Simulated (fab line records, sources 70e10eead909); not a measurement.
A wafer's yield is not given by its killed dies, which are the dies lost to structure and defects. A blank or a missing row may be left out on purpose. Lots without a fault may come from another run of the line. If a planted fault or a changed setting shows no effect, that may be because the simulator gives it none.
Chamber matching	flow nand-harc	NHARC_A_STAIRCASE_ALD_420 on ald-hk-02 has 4 sister chambers
The step deposits SiO2, target thk 20 nm, pulse time 6 s, ald cycles 200. 4 wafers are shown with their chamber, then 11 later ones without.

== EACH WAFER AND ITS CHAMBER ==
wafer	chamber	heater-power-w (W)
L086.6	2	454
L086.1	3	466
L086.5	1	426
L091.2	0	527

== WAFERS WHOSE CHAMBER IS MISSING ==
wafer	heater-power-w (W)
L091.4	446
L091.6	446
L092.1	420
L092.2	430
L092.4	501
L093.1	515
L093.4	446
L093.6	433
L097.1	412
L097.2	452
L097.5	450

== THE CHAMBER EACH PASSED THROUGH ==
wafer	from the rows above	in truth
L091.4	can't be placed: 2 or 1 or 3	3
L091.6	can't be placed: 2 or 1 or 3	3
L092.1	1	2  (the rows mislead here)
L092.2	can't be placed: 1 or 2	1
L092.4	can't be placed: 0 or 3 or 2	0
L093.1	0	0
L093.4	can't be placed: 2 or 1 or 3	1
L093.6	can't be placed: 1 or 2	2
L097.1	1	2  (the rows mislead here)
L097.2	can't be placed: 2 or 3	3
L097.5	can't be placed: 2 or 3 or 1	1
Placed correctly: 1 of 11. Unplaceable from these rows: 8, with the true chamber sitting among the candidates in 8. Number placed wrongly: 2.
How it was worked out, from the rows above alone: a wafer's distance from a chamber is the root of the sum, over the readings, of the square of ((its reading less the chamber's mean) divided by the reading's scatter). If the next closest chamber is less than 2 further off than the closest, the wafer can't be placed; otherwise it belongs to the closest. Each chamber's mean is taken over the wafers shown for it. The scatter (one wafer shown for each chamber): square how far every hidden wafer sits from the nearest shown wafer, average those squares and take the square root.
